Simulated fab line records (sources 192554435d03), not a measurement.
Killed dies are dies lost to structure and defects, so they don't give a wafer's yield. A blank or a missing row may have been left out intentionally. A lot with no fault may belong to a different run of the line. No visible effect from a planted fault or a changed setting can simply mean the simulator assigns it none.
fab line records / flow n5_finfet
[record] lots = 13 wafers = 36 last_day = 19
route steps=1938 shown HKMG_FIN@389
lots untouched by any fault: they come from a run of this same line in which no faults occurred
start_h: start of the lot's first displayed wafer, in hours after the record's first day / wait_h: hours since the lot's step before / " as in the row above / L1.1+2: a single row standing in for several wafers / - no value, or no start was given / * or withheld: withheld / < > ~ a bound
route shown NAME@n: a module of which the file shows steps, and the number in the route of the first / usual: mean and standard deviation over wafers with no fault / same: alike in all rows / chamber/n: place in a boat / sites: each site's reading / _std_site: the standard deviation of these / _edge_site: mean of outer sites minus mean of inner sites / radius_mm: for every site, how far away it sits from the centre of the wafer / mask NAME#n: copy n / behind: the tool/chamber that last shaped the wafer / hold: reason for holding the lot/hours on hold/outcome of the hold / device: names the non-switching transistor (n, p or np) / end of line: the same wafers' tests at the end of the route / a step without rows: its recipe alone / killed: the dies lost at the first sort to structure and to defects; this is not the yield of the wafer / map: a wafer's dies, x killed, . not, _ none there
set.NAME: the setting the step ran with; set.NAME@STEP: the setting that earlier step ran with / model.NAME: the simulator's own value behind a step, which no gauge read
route steps across a sampled set of lots; one table per step, one row per wafer
services: from which hour (start_h, from the record's first day; less than 0 if before it) a tool's chamber was out of use, for how many hours, and why
[[steps]]
[step N5_HKMG_FIN_ALD_75]
[recipe] material = Al2O3 target_thk_a = 10 temp_c = 150 ald_precursor_family = TMA ald_co_reactant = H2O pulse_time_s = withheld co_reactant_pulse_time_s = 1
[usual] heater_power_w = 157/19 precursor_pulse_height_rel = 0.998/0.018
lot.wafer=L878.1 tool=ald_hk-01 chamber=1 start_h=74.53 wait_h=0.0 heater_power_w=122 precursor_pulse_height_rel=0.984
lot.wafer=L878.3 tool=ald_hk-01 chamber=3 start_h=74.53 wait_h=0.0 heater_power_w=126 precursor_pulse_height_rel=0.982
lot.wafer=L878.5 tool=ald_hk-01 chamber=1 start_h=74.53 wait_h=0.0 heater_power_w=125 precursor_pulse_height_rel=0.982
lot.wafer=L880.1 tool=ald_hk-02 chamber=1 start_h=83.02 wait_h=0.0 heater_power_w=152 precursor_pulse_height_rel=1.002
lot.wafer=L880.4 tool=ald_hk-02 chamber=0 start_h=83.02 wait_h=0.0 heater_power_w=151 precursor_pulse_height_rel=0.969
lot.wafer=L880.6 tool=ald_hk-02 chamber=2 start_h=83.02 wait_h=0.0 heater_power_w=140 precursor_pulse_height_rel=0.981
lot.wafer=L881.1 tool=ald_hk-03 chamber=0 start_h=88.52 wait_h=0.0 heater_power_w=171 precursor_pulse_height_rel=1.001
lot.wafer=L881.4 tool=ald_hk-03 chamber=1 start_h=88.52 wait_h=0.0 heater_power_w=182 precursor_pulse_height_rel=1.007
lot.wafer=L881.6 tool=ald_hk-03 chamber=1 start_h=88.52 wait_h=0.0 heater_power_w=185 precursor_pulse_height_rel=0.999
lot.wafer=L882.2 tool=ald_hk-03 chamber=3 start_h=100.84 wait_h=0.0 heater_power_w=167 precursor_pulse_height_rel=1.019
lot.wafer=L882.4 tool=ald_hk-03 chamber=0 start_h=100.84 wait_h=0.0 heater_power_w=171 precursor_pulse_height_rel=0.988
lot.wafer=L882.6 tool=ald_hk-03 chamber=2 start_h=100.84 wait_h=0.0 heater_power_w=165 precursor_pulse_height_rel=1.005
lot.wafer=L883.2 tool=ald_hk-03 chamber=3 start_h=106.79 wait_h=0.0 heater_power_w=165 precursor_pulse_height_rel=1.013
lot.wafer=L883.3 tool=ald_hk-03 chamber=2 start_h=106.79 wait_h=0.0 heater_power_w=166 precursor_pulse_height_rel=1.028
lot.wafer=L883.5 tool=ald_hk-03 chamber=1 start_h=106.79 wait_h=0.0 heater_power_w=187 precursor_pulse_height_rel=0.988
lot.wafer=L884.1 tool=ald_hk-01 chamber=3 start_h=110.15 wait_h=0.0 heater_power_w=126 precursor_pulse_height_rel=0.987
lot.wafer=L884.3 tool=ald_hk-01 chamber=0 start_h=110.15 wait_h=0.0 heater_power_w=142 precursor_pulse_height_rel=1.009
lot.wafer=L884.5 tool=ald_hk-01 chamber=2 start_h=110.15 wait_h=0.0 heater_power_w=158 precursor_pulse_height_rel=1.001
lot.wafer=L885.1 tool=ald_hk-03 chamber=0 start_h=114.29 wait_h=0.0 heater_power_w=172 precursor_pulse_height_rel=1.005
lot.wafer=L885.2 tool=ald_hk-03 chamber=2 start_h=114.29 wait_h=0.0 heater_power_w=166 precursor_pulse_height_rel=1.028
lot.wafer=L885.6 tool=ald_hk-03 chamber=1 start_h=114.29 wait_h=0.0 heater_power_w=188 precursor_pulse_height_rel=0.997
lot.wafer=L887.2 tool=ald_hk-01 chamber=0 start_h=122.98 wait_h=0.0 heater_power_w=138 precursor_pulse_height_rel=0.979
lot.wafer=L887.6 tool=ald_hk-01 chamber=1 start_h=122.98 wait_h=0.0 heater_power_w=126 precursor_pulse_height_rel=0.970
lot.wafer=L891.4 tool=ald_hk-03 chamber=0 start_h=153.27 wait_h=0.0 heater_power_w=163 precursor_pulse_height_rel=0.990
lot.wafer=L896.3 tool=ald_hk-03 chamber=2 start_h=176.78 wait_h=0.0 heater_power_w=164 precursor_pulse_height_rel=0.990
lot.wafer=L896.5 tool=ald_hk-03 chamber=2 start_h=176.78 wait_h=0.0 heater_power_w=168 precursor_pulse_height_rel=1.006
lot.wafer=L896.6 tool=ald_hk-03 chamber=3 start_h=176.78 wait_h=0.0 heater_power_w=167 precursor_pulse_height_rel=0.987
lot.wafer=L897.2 tool=ald_hk-01 chamber=3 start_h=187.30 wait_h=0.0 heater_power_w=124 precursor_pulse_height_rel=1.004
lot.wafer=L897.3 tool=ald_hk-01 chamber=1 start_h=187.30 wait_h=0.0 heater_power_w=128 precursor_pulse_height_rel=0.969
lot.wafer=L897.4 tool=ald_hk-01 chamber=0 start_h=187.30 wait_h=0.0 heater_power_w=142 precursor_pulse_height_rel=1.019
lot.wafer=L900.1 tool=ald_hk-01 chamber=0 start_h=204.39 wait_h=0.0 heater_power_w=142 precursor_pulse_height_rel=0.960
lot.wafer=L900.2 tool=ald_hk-01 chamber=1 start_h=204.39 wait_h=0.0 heater_power_w=130 precursor_pulse_height_rel=1.006
lot.wafer=L900.5 tool=ald_hk-01 chamber=1 start_h=204.39 wait_h=0.0 heater_power_w=126 precursor_pulse_height_rel=0.994
lot.wafer=L901.3 tool=ald_hk-03 chamber=2 start_h=211.91 wait_h=0.0 heater_power_w=165 precursor_pulse_height_rel=0.998
lot.wafer=L901.4 tool=ald_hk-03 chamber=1 start_h=211.91 wait_h=0.0 heater_power_w=186 precursor_pulse_height_rel=1.006
lot.wafer=L901.5 tool=ald_hk-03 chamber=3 start_h=211.91 wait_h=0.0 heater_power_w=166 precursor_pulse_height_rel=0.976
[step N5_HKMG_FIN_INSPECT_61]
[recipe] mode = adi inspect_instrument = macro
[usual] raw_defect_count = 1.9/1.3
lot.wafer=L878.1 tool=defect_inspect-01 chamber=- start_h=75.05 wait_h=0.0 raw_defect_count=2
lot.wafer=L878.3 tool=defect_inspect-01 chamber=- start_h=75.05 wait_h=0.0 raw_defect_count=2
lot.wafer=L878.5 tool=defect_inspect-01 chamber=- start_h=75.05 wait_h=0.0 raw_defect_count=0
lot.wafer=L880.1 tool=defect_inspect-02 chamber=- start_h=83.42 wait_h=0.0 raw_defect_count=2
lot.wafer=L880.4 tool=defect_inspect-02 chamber=- start_h=83.42 wait_h=0.0 raw_defect_count=0
lot.wafer=L880.6 tool=defect_inspect-02 chamber=- start_h=83.42 wait_h=0.0 raw_defect_count=2
lot.wafer=L881.1 tool=defect_inspect-01 chamber=- start_h=89.04 wait_h=0.0 raw_defect_count=2
lot.wafer=L881.4 tool=defect_inspect-01 chamber=- start_h=89.04 wait_h=0.0 raw_defect_count=2
lot.wafer=L881.6 tool=defect_inspect-01 chamber=- start_h=89.04 wait_h=0.0 raw_defect_count=2
lot.wafer=L882.2 tool=defect_inspect-01 chamber=- start_h=101.36 wait_h=0.0 raw_defect_count=2
lot.wafer=L882.4 tool=defect_inspect-01 chamber=- start_h=101.36 wait_h=0.0 raw_defect_count=5
lot.wafer=L882.6 tool=defect_inspect-01 chamber=- start_h=101.36 wait_h=0.0 raw_defect_count=1
lot.wafer=L883.2 tool=defect_inspect-02 chamber=- start_h=107.18 wait_h=0.0 raw_defect_count=0
lot.wafer=L883.3 tool=defect_inspect-02 chamber=- start_h=107.18 wait_h=0.0 raw_defect_count=0
lot.wafer=L883.5 tool=defect_inspect-02 chamber=- start_h=107.18 wait_h=0.0 raw_defect_count=2
lot.wafer=L884.1 tool=defect_inspect-01 chamber=- start_h=110.54 wait_h=0.0 raw_defect_count=1
lot.wafer=L884.3 tool=defect_inspect-01 chamber=- start_h=110.54 wait_h=0.0 raw_defect_count=4
lot.wafer=L884.5 tool=defect_inspect-01 chamber=- start_h=110.54 wait_h=0.0 raw_defect_count=1
lot.wafer=L885.1 tool=defect_inspect-02 chamber=- start_h=114.94 wait_h=0.0 raw_defect_count=2
lot.wafer=L885.2 tool=defect_inspect-02 chamber=- start_h=114.94 wait_h=0.0 raw_defect_count=1
lot.wafer=L885.6 tool=defect_inspect-02 chamber=- start_h=114.94 wait_h=0.0 raw_defect_count=4
lot.wafer=L887.2 tool=defect_inspect-01 chamber=- start_h=123.50 wait_h=0.0 raw_defect_count=1
lot.wafer=L887.6 tool=defect_inspect-01 chamber=- start_h=123.50 wait_h=0.0 raw_defect_count=2
lot.wafer=L891.4 tool=defect_inspect-02 chamber=- start_h=153.67 wait_h=0.0 raw_defect_count=2
lot.wafer=L896.3 tool=defect_inspect-02 chamber=- start_h=177.30 wait_h=0.0 raw_defect_count=2
lot.wafer=L896.5 tool=defect_inspect-02 chamber=- start_h=177.30 wait_h=0.0 raw_defect_count=1
lot.wafer=L896.6 tool=defect_inspect-02 chamber=- start_h=177.30 wait_h=0.0 raw_defect_count=0
lot.wafer=L897.2 tool=defect_inspect-01 chamber=- start_h=187.82 wait_h=0.0 raw_defect_count=4
lot.wafer=L897.3 tool=defect_inspect-01 chamber=- start_h=187.82 wait_h=0.0 raw_defect_count=2
lot.wafer=L897.4 tool=defect_inspect-01 chamber=- start_h=187.82 wait_h=0.0 raw_defect_count=2
lot.wafer=L900.1 tool=defect_inspect-01 chamber=- start_h=204.79 wait_h=0.0 raw_defect_count=2
lot.wafer=L900.2 tool=defect_inspect-01 chamber=- start_h=204.79 wait_h=0.0 raw_defect_count=2
lot.wafer=L900.5 tool=defect_inspect-01 chamber=- start_h=204.79 wait_h=0.0 raw_defect_count=3
lot.wafer=L901.3 tool=defect_inspect-02 chamber=- start_h=212.43 wait_h=0.0 raw_defect_count=1
lot.wafer=L901.4 tool=defect_inspect-02 chamber=- start_h=212.43 wait_h=0.0 raw_defect_count=0
lot.wafer=L901.5 tool=defect_inspect-02 chamber=- start_h=212.43 wait_h=0.0 raw_defect_count=0
[step N5_HKMG_FIN_ALD_36]
[recipe] material = TiN target_thk_a = 10 temp_c = 400 ald_precursor_family = TiCl4 ald_co_reactant = NH3 pulse_time_s = 1 purge_time_s = 3 co_reactant_purge_time_s = 2 co_reactant_pulse_time_s = 2 ald_cycles = 47 pressure_torr = 3
[usual] ald_cycles = 47/0 heater_power_w = 856/84 precursor_pulse_height_rel = 1.003/0.02
lot.wafer=L878.1 tool=ald_metal-04 chamber=1 start_h=77.41 wait_h=0.0 ald_cycles=47 heater_power_w=901 precursor_pulse_height_rel=0.975
lot.wafer=L878.3 tool=ald_metal-04 chamber=3 start_h=77.41 wait_h=0.0 ald_cycles=47 heater_power_w=856 precursor_pulse_height_rel=1.016
lot.wafer=L878.5 tool=ald_metal-04 chamber=0 start_h=77.41 wait_h=0.0 ald_cycles=47 heater_power_w=1021 precursor_pulse_height_rel=1.025
lot.wafer=L880.1 tool=ald_metal-01 chamber=3 start_h=85.72 wait_h=0.0 ald_cycles=47 heater_power_w=897 precursor_pulse_height_rel=0.965
lot.wafer=L880.4 tool=ald_metal-01 chamber=2 start_h=85.72 wait_h=0.0 ald_cycles=47 heater_power_w=946 precursor_pulse_height_rel=1.003
lot.wafer=L880.6 tool=ald_metal-01 chamber=2 start_h=85.72 wait_h=0.0 ald_cycles=47 heater_power_w=912 precursor_pulse_height_rel=1.011
lot.wafer=L881.1 tool=ald_metal-03 chamber=2 start_h=91.20 wait_h=0.0 ald_cycles=47 heater_power_w=815 precursor_pulse_height_rel=1.052
lot.wafer=L881.4 tool=ald_metal-03 chamber=0 start_h=91.20 wait_h=0.0 ald_cycles=47 heater_power_w=785 precursor_pulse_height_rel=1.015
lot.wafer=L881.6 tool=ald_metal-03 chamber=3 start_h=91.20 wait_h=0.0 ald_cycles=47 heater_power_w=857 precursor_pulse_height_rel=1.041
lot.wafer=L882.2 tool=ald_metal-03 chamber=3 start_h=103.70 wait_h=0.0 ald_cycles=47 heater_power_w=847 precursor_pulse_height_rel=0.992
lot.wafer=L882.4 tool=ald_metal-03 chamber=0 start_h=103.70 wait_h=0.0 ald_cycles=47 heater_power_w=804 precursor_pulse_height_rel=1.009
lot.wafer=L882.6 tool=ald_metal-03 chamber=3 start_h=103.70 wait_h=0.0 ald_cycles=47 heater_power_w=876 precursor_pulse_height_rel=0.984
lot.wafer=L883.2 tool=ald_metal-03 chamber=1 start_h=109.37 wait_h=0.0 ald_cycles=47 heater_power_w=889 precursor_pulse_height_rel=0.985
lot.wafer=L883.3 tool=ald_metal-03 chamber=2 start_h=109.37 wait_h=0.0 ald_cycles=47 heater_power_w=813 precursor_pulse_height_rel=1.021
lot.wafer=L883.5 tool=ald_metal-03 chamber=1 start_h=109.37 wait_h=0.0 ald_cycles=47 heater_power_w=860 precursor_pulse_height_rel=1.001
lot.wafer=L884.1 tool=ald_metal-04 chamber=1 start_h=113.03 wait_h=0.0 ald_cycles=47 heater_power_w=911 precursor_pulse_height_rel=0.996
lot.wafer=L884.3 tool=ald_metal-04 chamber=3 start_h=113.03 wait_h=0.0 ald_cycles=47 heater_power_w=878 precursor_pulse_height_rel=1.025
lot.wafer=L884.5 tool=ald_metal-04 chamber=2 start_h=113.03 wait_h=0.0 ald_cycles=47 heater_power_w=1098 precursor_pulse_height_rel=0.999
lot.wafer=L885.1 tool=ald_metal-03 chamber=0 start_h=117.10 wait_h=0.0 ald_cycles=47 heater_power_w=786 precursor_pulse_height_rel=1.015
lot.wafer=L885.2 tool=ald_metal-03 chamber=3 start_h=117.10 wait_h=0.0 ald_cycles=47 heater_power_w=825 precursor_pulse_height_rel=0.963
lot.wafer=L885.6 tool=ald_metal-03 chamber=1 start_h=117.10 wait_h=0.0 ald_cycles=47 heater_power_w=877 precursor_pulse_height_rel=1.010
lot.wafer=L887.2 tool=ald_metal-03 chamber=2 start_h=125.73 wait_h=0.0 ald_cycles=40 heater_power_w=819 precursor_pulse_height_rel=1.027
lot.wafer=L887.6 tool=ald_metal-03 chamber=2 start_h=125.73 wait_h=0.0 ald_cycles=40 heater_power_w=853 precursor_pulse_height_rel=0.997
lot.wafer=L891.4 tool=ald_metal-03 chamber=2 start_h=156.25 wait_h=0.0 ald_cycles=47 heater_power_w=820 precursor_pulse_height_rel=1.023
lot.wafer=L896.3 tool=ald_metal-04 chamber=1 start_h=179.70 wait_h=0.0 ald_cycles=47 heater_power_w=917 precursor_pulse_height_rel=1.030
lot.wafer=L896.5 tool=ald_metal-04 chamber=3 start_h=179.70 wait_h=0.0 ald_cycles=47 heater_power_w=877 precursor_pulse_height_rel=0.991
lot.wafer=L896.6 tool=ald_metal-04 chamber=2 start_h=179.70 wait_h=0.0 ald_cycles=47 heater_power_w=1086 precursor_pulse_height_rel=1.013
lot.wafer=L897.2 tool=ald_metal-01 chamber=1 start_h=189.99 wait_h=0.0 ald_cycles=47 heater_power_w=781 precursor_pulse_height_rel=0.985
lot.wafer=L897.3 tool=ald_metal-01 chamber=3 start_h=189.99 wait_h=0.0 ald_cycles=47 heater_power_w=886 precursor_pulse_height_rel=0.981
lot.wafer=L897.4 tool=ald_metal-01 chamber=2 start_h=189.99 wait_h=0.0 ald_cycles=47 heater_power_w=914 precursor_pulse_height_rel=1.012
lot.wafer=L900.1 tool=ald_metal-03 chamber=3 start_h=206.96 wait_h=0.0 ald_cycles=47 heater_power_w=824 precursor_pulse_height_rel=0.953
lot.wafer=L900.2 tool=ald_metal-03 chamber=2 start_h=206.96 wait_h=0.0 ald_cycles=47 heater_power_w=848 precursor_pulse_height_rel=0.981
lot.wafer=L900.5 tool=ald_metal-03 chamber=0 start_h=206.96 wait_h=0.0 ald_cycles=47 heater_power_w=784 precursor_pulse_height_rel=0.982
lot.wafer=L901.3 tool=ald_metal-03 chamber=0 start_h=214.62 wait_h=0.0 ald_cycles=47 heater_power_w=788 precursor_pulse_height_rel=0.997
lot.wafer=L901.4 tool=ald_metal-03 chamber=2 start_h=214.62 wait_h=0.0 ald_cycles=47 heater_power_w=818 precursor_pulse_height_rel=0.944
lot.wafer=L901.5 tool=ald_metal-03 chamber=0 start_h=214.62 wait_h=0.0 ald_cycles=47 heater_power_w=767 precursor_pulse_height_rel=1.005
[step N5_HKMG_FIN_PWFM_ALD_03]
[recipe] material = TiN target_thk_a = 20 temp_c = 400 ald_precursor_family = TiCl4 ald_co_reactant = NH3 pulse_time_s = 1 purge_time_s = 3 co_reactant_purge_time_s = 2 co_reactant_pulse_time_s = 2 ald_cycles = 91 pressure_torr = 3
[usual] ald_cycles = 91/0 heater_power_w = 880/99 precursor_pulse_height_rel = 0.999/0.016
lot.wafer=L878.1 tool=ald_metal-01 chamber=0 start_h=77.73 wait_h=0.0 ald_cycles=91 heater_power_w=745 precursor_pulse_height_rel=0.963
lot.wafer=L878.3 tool=ald_metal-01 chamber=1 start_h=77.73 wait_h=0.0 ald_cycles=91 heater_power_w=778 precursor_pulse_height_rel=0.974
lot.wafer=L878.5 tool=ald_metal-01 chamber=2 start_h=77.73 wait_h=0.0 ald_cycles=91 heater_power_w=911 precursor_pulse_height_rel=0.988
lot.wafer=L880.1 tool=ald_metal-03 chamber=0 start_h=86.04 wait_h=0.0 ald_cycles=91 heater_power_w=783 precursor_pulse_height_rel=1.008
lot.wafer=L880.4 tool=ald_metal-03 chamber=3 start_h=86.04 wait_h=0.0 ald_cycles=91 heater_power_w=848 precursor_pulse_height_rel=1.025
lot.wafer=L880.6 tool=ald_metal-03 chamber=1 start_h=86.04 wait_h=0.0 ald_cycles=91 heater_power_w=881 precursor_pulse_height_rel=1.003
lot.wafer=L881.1 tool=ald_metal-04 chamber=3 start_h=91.52 wait_h=0.0 ald_cycles=91 heater_power_w=866 precursor_pulse_height_rel=1.008
lot.wafer=L881.4 tool=ald_metal-04 chamber=1 start_h=91.52 wait_h=0.0 ald_cycles=91 heater_power_w=924 precursor_pulse_height_rel=0.972
lot.wafer=L881.6 tool=ald_metal-04 chamber=1 start_h=91.52 wait_h=0.0 ald_cycles=91 heater_power_w=916 precursor_pulse_height_rel=0.983
lot.wafer=L882.2 tool=ald_metal-01 chamber=3 start_h=104.01 wait_h=0.0 ald_cycles=91 heater_power_w=911 precursor_pulse_height_rel=0.997
lot.wafer=L882.4 tool=ald_metal-01 chamber=3 start_h=104.01 wait_h=0.0 ald_cycles=91 heater_power_w=907 precursor_pulse_height_rel=0.989
lot.wafer=L882.6 tool=ald_metal-01 chamber=0 start_h=104.01 wait_h=0.0 ald_cycles=91 heater_power_w=757 precursor_pulse_height_rel=1.014
lot.wafer=L883.2 tool=ald_metal-04 chamber=2 start_h=109.68 wait_h=0.0 ald_cycles=91 heater_power_w=1111 precursor_pulse_height_rel=0.980
lot.wafer=L883.3 tool=ald_metal-04 chamber=1 start_h=109.68 wait_h=0.0 ald_cycles=91 heater_power_w=916 precursor_pulse_height_rel=0.974
lot.wafer=L883.5 tool=ald_metal-04 chamber=0 start_h=109.68 wait_h=0.0 ald_cycles=91 heater_power_w=998 precursor_pulse_height_rel=0.962
lot.wafer=L884.1 tool=ald_metal-03 chamber=3 start_h=113.34 wait_h=0.0 ald_cycles=91 heater_power_w=847 precursor_pulse_height_rel=1.011
lot.wafer=L884.3 tool=ald_metal-03 chamber=2 start_h=113.34 wait_h=0.0 ald_cycles=91 heater_power_w=820 precursor_pulse_height_rel=0.982
lot.wafer=L884.5 tool=ald_metal-03 chamber=3 start_h=113.34 wait_h=0.0 ald_cycles=91 heater_power_w=835 precursor_pulse_height_rel=1.008
lot.wafer=L885.1 tool=ald_metal-01 chamber=3 start_h=117.41 wait_h=0.0 ald_cycles=91 heater_power_w=887 precursor_pulse_height_rel=0.991
lot.wafer=L885.2 tool=ald_metal-01 chamber=0 start_h=117.41 wait_h=0.0 ald_cycles=91 heater_power_w=753 precursor_pulse_height_rel=1.022
lot.wafer=L885.6 tool=ald_metal-01 chamber=1 start_h=117.41 wait_h=0.0 ald_cycles=91 heater_power_w=763 precursor_pulse_height_rel=1.004
lot.wafer=L887.2 tool=ald_metal-01 chamber=0 start_h=126.05 wait_h=0.0 ald_cycles=91 heater_power_w=747 precursor_pulse_height_rel=1.007
lot.wafer=L887.6 tool=ald_metal-01 chamber=3 start_h=126.05 wait_h=0.0 ald_cycles=91 heater_power_w=883 precursor_pulse_height_rel=0.999
lot.wafer=L891.4 tool=ald_metal-04 chamber=1 start_h=156.57 wait_h=0.0 ald_cycles=91 heater_power_w=925 precursor_pulse_height_rel=0.991
lot.wafer=L896.3 tool=ald_metal-03 chamber=2 start_h=180.02 wait_h=0.0 ald_cycles=91 heater_power_w=827 precursor_pulse_height_rel=0.998
lot.wafer=L896.5 tool=ald_metal-03 chamber=0 start_h=180.02 wait_h=0.0 ald_cycles=91 heater_power_w=784 precursor_pulse_height_rel=0.997
lot.wafer=L896.6 tool=ald_metal-03 chamber=1 start_h=180.02 wait_h=0.0 ald_cycles=91 heater_power_w=856 precursor_pulse_height_rel=0.986
lot.wafer=L897.2 tool=ald_metal-03 chamber=2 start_h=190.39 wait_h=0.1 ald_cycles=91 heater_power_w=837 precursor_pulse_height_rel=0.996
lot.wafer=L897.3 tool=ald_metal-03 chamber=0 start_h=190.39 wait_h=0.1 ald_cycles=91 heater_power_w=762 precursor_pulse_height_rel=1.002
lot.wafer=L897.4 tool=ald_metal-03 chamber=1 start_h=190.39 wait_h=0.1 ald_cycles=91 heater_power_w=904 precursor_pulse_height_rel=1.013
lot.wafer=L900.1 tool=ald_metal-04 chamber=1 start_h=207.27 wait_h=0.0 ald_cycles=91 heater_power_w=930 precursor_pulse_height_rel=1.033
lot.wafer=L900.2 tool=ald_metal-04 chamber=3 start_h=207.27 wait_h=0.0 ald_cycles=91 heater_power_w=853 precursor_pulse_height_rel=1.020
lot.wafer=L900.5 tool=ald_metal-04 chamber=3 start_h=207.27 wait_h=0.0 ald_cycles=91 heater_power_w=836 precursor_pulse_height_rel=1.012
lot.wafer=L901.3 tool=ald_metal-01 chamber=2 start_h=214.93 wait_h=0.0 ald_cycles=91 heater_power_w=930 precursor_pulse_height_rel=1.012
lot.wafer=L901.4 tool=ald_metal-01 chamber=3 start_h=214.93 wait_h=0.0 ald_cycles=91 heater_power_w=905 precursor_pulse_height_rel=0.982
lot.wafer=L901.5 tool=ald_metal-01 chamber=3 start_h=214.93 wait_h=0.0 ald_cycles=91 heater_power_w=889 precursor_pulse_height_rel=0.995
[[services]]
tool=ald_metal-04 chamber=- start_h=74.98 hours=1.2 kind=pm
tool=ald_metal-01 chamber=1 start_h=102.83 hours=12.1 kind=repair
tool=ald_hk-02 chamber=- start_h=159.25 hours=1.0 kind=repair
tool=ald_hk-02 chamber=- start_h=172.69 hours=0.7 kind=repair
tool=ald_metal-04 chamber=- start_h=185.82 hours=0.5 kind=repair
[[key]]
[first_sign] step = N5_HKMG_FIN_ALD_36 reading = ald_cycles direction = down sigmas = 99+ usual = * struck = *
effect none on later readings
met_at N5_HKMG_FIN_ALD_36
struck_lots L887
struck_wafers L887.2,L887.6
tester_left_out L887
not_acting_at N5_HKMG_FIN_ALD_75,N5_HKMG_FIN_INSPECT_61,N5_HKMG_FIN_PWFM_ALD_03
onset_between 117.10 125.73
[fault] kind = process_parameter_drift tool = ald_metal-03 chamber = - onset_h = 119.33 steps = N5_HKMG_FIN_ALD_36 channel = ald_cycles offset = * shape = step end_h = 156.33 scope = struck_wafers_only acts_in = * stated = *
// tester_left_out: of these lots the tester's yield and bins aren't shown, on N5 and GAA mostly nor the transistor test; their killed dies are dies lost to structure and defects alone, not to doping, threshold or leakage, so they don't give the yield
